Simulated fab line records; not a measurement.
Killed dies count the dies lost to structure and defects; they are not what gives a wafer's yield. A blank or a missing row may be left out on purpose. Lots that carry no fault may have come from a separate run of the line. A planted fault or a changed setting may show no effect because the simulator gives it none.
What tool caused it? | flow n5-finfet | 24 lots with 72 wafers sampled at 4 steps, on a route of 1938 steps

WHAT EACH GAUGE READ, for each wafer
N5_BEOL_M5_CD_MEAS_35: target cd 28 nm, target cd y 24 nm.
lot  | measured     | on        | cd-nm (nm)
L074 | day 8 08:50  | cd-sem-03 | 28.7 27.9 28.5
L076 | day 8 17:47  | cd-sem-01 | 28.2 28.0 27.5
L075 | day 8 14:23  | cd-sem-03 | 28.2 28.2 28.4
L077 | day 9 00:27  | cd-sem-02 | 27.8 28.0 28.1
L078 | day 9 02:19  | cd-sem-03 | 28.5 28.6 27.9
L079 | day 9 02:33  | cd-sem-01 | 28.2 28.8 27.9
L080 | day 9 21:07  | cd-sem-01 | 27.9 28.1 28.2
L081 | day 9 21:00  | cd-sem-03 | 27.9 28.4 28.1
L082 | day 10 03:43 | cd-sem-03 | 27.9 28.0 28.2
L083 | day 10 13:22 | cd-sem-01 | 27.7 28.5 28.1
L084 | day 10 19:57 | cd-sem-03 | 28.1 28.3 28.4
L086 | day 11 01:28 | cd-sem-02 | 27.4 28.4 27.9
L085 | day 11 01:56 | cd-sem-02 | 28.1 27.9 27.9
L087 | day 11 11:56 | cd-sem-03 | 28.0 28.1 28.4
L088 | day 11 11:38 | cd-sem-03 | 27.6 28.0 28.0
L089 | day 11 19:22 | cd-sem-01 | 27.5 28.2 28.2
L091 | day 12 10:37 | cd-sem-02 | 28.2 28.1 28.3
L090 | day 12 19:48 | cd-sem-03 | 28.0 28.1 27.7
L092 | day 12 20:10 | cd-sem-01 | 28.8 28.7 28.2
L093 | day 12 23:56 | cd-sem-02 | 28.0 27.8 28.1
L094 | day 13 01:35 | cd-sem-03 | 28.1 28.0 28.1
L096 | day 13 14:26 | cd-sem-01 | 28.4 27.4 28.2
L095 | day 13 21:25 | cd-sem-01 | 28.3 28.2 28.0
L097 | day 14 02:19 | cd-sem-01 | 27.8 28.3 28.2

WHICH TOOL RAN EACH LOT (tool, then ch and the chambers of the sampled wafers, then the start)
lot  | N5_BEOL_M4_PRE_CLEAN_45      | N5_BEOL_M5_CURE_79            | N5_BEOL_M5_STRIP_91
L074 | pvd-sputter-02, day 7 20:16  | uv-cure-03 ch 2, day 8 00:55  | rie-diel-05 ch 1,2,3, day 8 08:50 or earlier
L076 | pvd-sputter-01, day 8 04:55  | uv-cure-01 ch 1, day 8 11:46  | rie-diel-03 ch 1,2,3, day 8 17:47 or earlier
L075 | pvd-sputter-01, day 8 05:00  | uv-cure-02 ch 2, day 8 09:31  | rie-diel-05 ch 1,2,3, day 8 14:23 or earlier
L077 | pvd-sputter-01, day 8 14:59  | uv-cure-03 ch 2, day 8 19:29  | rie-diel-03 ch 1,2, day 9 00:27 or earlier
L078 | pvd-sputter-03, day 8 15:07  | uv-cure-03 ch 2, day 8 20:01  | rie-diel-05 ch 0,2,3, day 9 02:19 or earlier
L079 | pvd-sputter-02, day 8 18:54  | uv-cure-01 ch 0, day 8 23:38  | rie-diel-03 ch 1,2,3, day 9 02:33 or earlier
L080 | pvd-sputter-03, day 9 12:11  | uv-cure-02 ch 0, day 9 16:53  | rie-diel-05 ch 0,1, day 9 21:07 or earlier
L081 | pvd-sputter-02, day 9 12:13  | uv-cure-01 ch 1, day 9 17:24  | rie-diel-02 ch 0,2,3, day 9 21:00 or earlier
L082 | pvd-sputter-01, day 9 18:26  | uv-cure-01 ch 2, day 9 23:45  | rie-diel-03 ch 0,1,2, day 10 03:43 or earlier
L083 | pvd-sputter-02, day 10 03:44 | uv-cure-03 ch 2, day 10 09:19 | rie-diel-02 ch 0,1,3, day 10 13:22 or earlier
L084 | pvd-sputter-02, day 10 10:34 | uv-cure-03 ch 2, day 10 15:43 | rie-diel-03 ch 0,2, day 10 19:57 or earlier
L086 | pvd-sputter-01, day 10 17:07 | uv-cure-02 ch 1, day 10 21:46 | rie-diel-02 ch 0,2,3, day 11 01:28 or earlier
L085 | pvd-sputter-01, day 10 17:12 | uv-cure-03 ch 0, day 10 22:10 | rie-diel-03 ch 0,2, day 11 01:56 or earlier
L087 | pvd-sputter-01, day 11 00:44 | uv-cure-01 ch 2, day 11 05:23 | rie-diel-05 ch 2,3, day 11 11:56 or earlier
L088 | pvd-sputter-01, day 11 00:52 | uv-cure-02 ch 1, day 11 05:31 | rie-diel-05 ch 1,2,3, day 11 11:38 or earlier
L089 | pvd-sputter-01, day 11 09:14 | uv-cure-02 ch 0, day 11 14:10 | rie-diel-05 ch 0,3, day 11 19:22 or earlier
L091 | pvd-sputter-01, day 12 00:28 | uv-cure-01 ch 1, day 12 05:41 | rie-diel-03 ch 0,1, day 12 10:37 or earlier
L090 | pvd-sputter-03, day 12 06:13 | uv-cure-03 ch 1, day 12 10:58 | rie-diel-05 ch 0,3, day 12 19:48 or earlier
L092 | pvd-sputter-01, day 12 10:20 | uv-cure-02 ch 2, day 12 15:01 | rie-diel-03 ch 0,1,3, day 12 20:10 or earlier
L093 | pvd-sputter-03, day 12 12:51 | uv-cure-02 ch 0, day 12 17:29 | rie-diel-02 ch 1,2,3, day 12 23:56 or earlier
L094 | pvd-sputter-01, day 12 16:32 | uv-cure-03 ch 0, day 12 21:03 | rie-diel-05 ch 1,3, day 13 01:35 or earlier
L096 | pvd-sputter-01, day 13 03:43 | uv-cure-01 ch 0, day 13 10:22 | rie-diel-03 ch 0,2, day 13 14:26 or earlier
L095 | pvd-sputter-03, day 13 11:55 | uv-cure-03 ch 0, day 13 16:50 | rie-diel-02 ch 0,2,3, day 13 21:25 or earlier
L097 | pvd-sputter-01, day 13 14:56 | uv-cure-01 ch 2, day 13 21:28 | rie-diel-03 ch 1,2,3, day 14 02:19 or earlier
- N5_BEOL_M4_PRE_CLEAN_45: time 30 s.
- N5_BEOL_M5_CURE_79: cures SiCOH lowk, time 240 s.
- N5_BEOL_M5_STRIP_91: strips in N2/H2, time 10 s.

WHAT THE TOOLS THEMSELVES READ (means of the sampled wafers that have a number; where no wafer has one, the mark that the record gives instead)
N5_BEOL_M4_PRE_CLEAN_45.
lot  | tool           | heater-power-w (W)
L074 | pvd-sputter-02 | 360
L076 | pvd-sputter-01 | 334
L075 | pvd-sputter-01 | 347
L077 | pvd-sputter-01 | 351
L078 | pvd-sputter-03 | 381
L079 | pvd-sputter-02 | 349
L080 | pvd-sputter-03 | 380
L081 | pvd-sputter-02 | 369
L082 | pvd-sputter-01 | 348
L083 | pvd-sputter-02 | 340
L084 | pvd-sputter-02 | 348
L086 | pvd-sputter-01 | 339
L085 | pvd-sputter-01 | 330
L087 | pvd-sputter-01 | 326
L088 | pvd-sputter-01 | 347
L089 | pvd-sputter-01 | 348
L091 | pvd-sputter-01 | 344
L090 | pvd-sputter-03 | 375
L092 | pvd-sputter-01 | 326
L093 | pvd-sputter-03 | 373
L094 | pvd-sputter-01 | 331
L096 | pvd-sputter-01 | 310
L095 | pvd-sputter-03 | 300
L097 | pvd-sputter-01 | 343

N5_BEOL_M5_CURE_79.
lot  | tool       | lamp-power-pct (%) | wafer_temp_C_max
L074 | uv-cure-03 | 52.35              | 386.7
L076 | uv-cure-01 | 52.32              | 387.2
L075 | uv-cure-02 | 52.30              | 387.4
L077 | uv-cure-03 | 52.28              | 386.7
L078 | uv-cure-03 | 52.30              | 386.8
L079 | uv-cure-01 | 52.28              | 386.4
L080 | uv-cure-02 | 52.35              | 386.7
L081 | uv-cure-01 | 52.30              | 387.0
L082 | uv-cure-01 | 52.33              | 386.5
L083 | uv-cure-03 | 52.32              | 386.3
L084 | uv-cure-03 | 52.31              | 386.6
L086 | uv-cure-02 | 52.29              | 387.8
L085 | uv-cure-03 | 52.34              | 387.3
L087 | uv-cure-01 | 52.31              | 386.5
L088 | uv-cure-02 | 52.33              | 387.6
L089 | uv-cure-02 | 52.33              | 386.8
L091 | uv-cure-01 | 52.28              | 386.6
L090 | uv-cure-03 | 52.24              | 386.5
L092 | uv-cure-02 | 52.32              | 387.5
L093 | uv-cure-02 | 52.31              | 386.6
L094 | uv-cure-03 | 52.30              | 386.5
L096 | uv-cure-01 | 52.30              | 387.0
L095 | uv-cure-03 | 52.29              | 387.0
L097 | uv-cure-01 | 52.36              | 386.0

N5_BEOL_M5_STRIP_91.
lot  | tool        | drypump-motor-current-A (A) | oes-product-au (a.u.) | rf-vpp-V (V) | showerhead-plenum-p-Torr (Torr) | throttle-valve-pct (%)
L074 | rie-diel-05 | 5.6                         | 0.72                  | 59.2         | 2.49                            | 23.76
L076 | rie-diel-03 | 5.2                         | 0.82                  | 58.9         | 2.55                            | 23.46
L075 | rie-diel-05 | 5.6                         | 0.72                  | 57.9         | 2.49                            | 23.76
L077 | rie-diel-03 | 5.2                         | 0.85                  | 58.7         | 2.57                            | 23.37
L078 | rie-diel-05 | 6.1                         | 0.71                  | 58.6         | 2.45                            | 23.87
L079 | rie-diel-03 | 5.2                         | 0.82                  | 59.5         | 2.55                            | 23.46
L080 | rie-diel-05 | 5.5                         | 0.70                  | 59.5         | 2.58                            | 23.69
L081 | rie-diel-02 | 5.6                         | 0.80                  | 59.7         | 2.61                            | 23.36
L082 | rie-diel-03 | 5.3                         | 0.85                  | 59.6         | 2.57                            | 23.49
L083 | rie-diel-02 | 5.7                         | 0.83                  | 59.7         | 2.63                            | 23.23
L084 | rie-diel-03 | 5.0                         | 0.88                  | 58.6         | 2.58                            | 23.58
L086 | rie-diel-02 | 5.6                         | 0.79                  | 59.6         | 2.61                            | 23.38
L085 | rie-diel-03 | 5.1                         | 0.87                  | 59.0         | 2.58                            | 23.58
L087 | rie-diel-05 | 6.1                         | 0.69                  | 59.0         | 2.41                            | 23.92
L088 | rie-diel-05 | 5.6                         | 0.71                  | 57.2         | 2.48                            | 23.80
L089 | rie-diel-05 | 5.8                         | 0.82                  | 59.0         | 2.45                            | 23.74
L091 | rie-diel-03 | 5.5                         | 0.78                  | 59.0         | 2.54                            | 23.47
L090 | rie-diel-05 | 5.8                         | 0.79                  | 58.7         | 2.44                            | 23.75
L092 | rie-diel-03 | 5.5                         | 0.74                  | 58.3         | 2.53                            | 23.54
L093 | rie-diel-02 | 5.4                         | 0.77                  | 59.3         | 2.57                            | 23.58
L094 | rie-diel-05 | 5.2                         | 0.70                  | 60.1         | 2.54                            | 23.68
L096 | rie-diel-03 | 5.1                         | 0.85                  | 59.2         | 2.57                            | 23.62
L095 | rie-diel-02 | 5.6                         | 0.77                  | 60.0         | 2.60                            | 23.40
L097 | rie-diel-03 | 5.2                         | 0.77                  | 59.2         | 2.54                            | 23.51

THE ANSWER, worked out from the rows above alone
Rule: usual is defined by the lots themselves. The widest of any qualifying gaps counts: lots, ordered by their means at a reading, are off when they make up no more than a third of the lots, leave a main group of 4 or more, and stand apart from it by 3 or more times the standard deviation of that group's means. Not used: any main group whose means are identical at the precision the tables above print for the reading. A lot without any number at a reading at which 4 lots or more have one is off too. Any other lot the step has rows for is counted as sound. After the gauges, taken in route order, come the tools' own readings; for these a lot's mean is taken, as printed above. The first step at which some lot is off is used, and at that step the reading that is off furthest; a lot without a number counts as furthest.
No lot is off at any reading shown: from this, nothing can be told.

WHAT THE SIMULATOR HAD PUT IN
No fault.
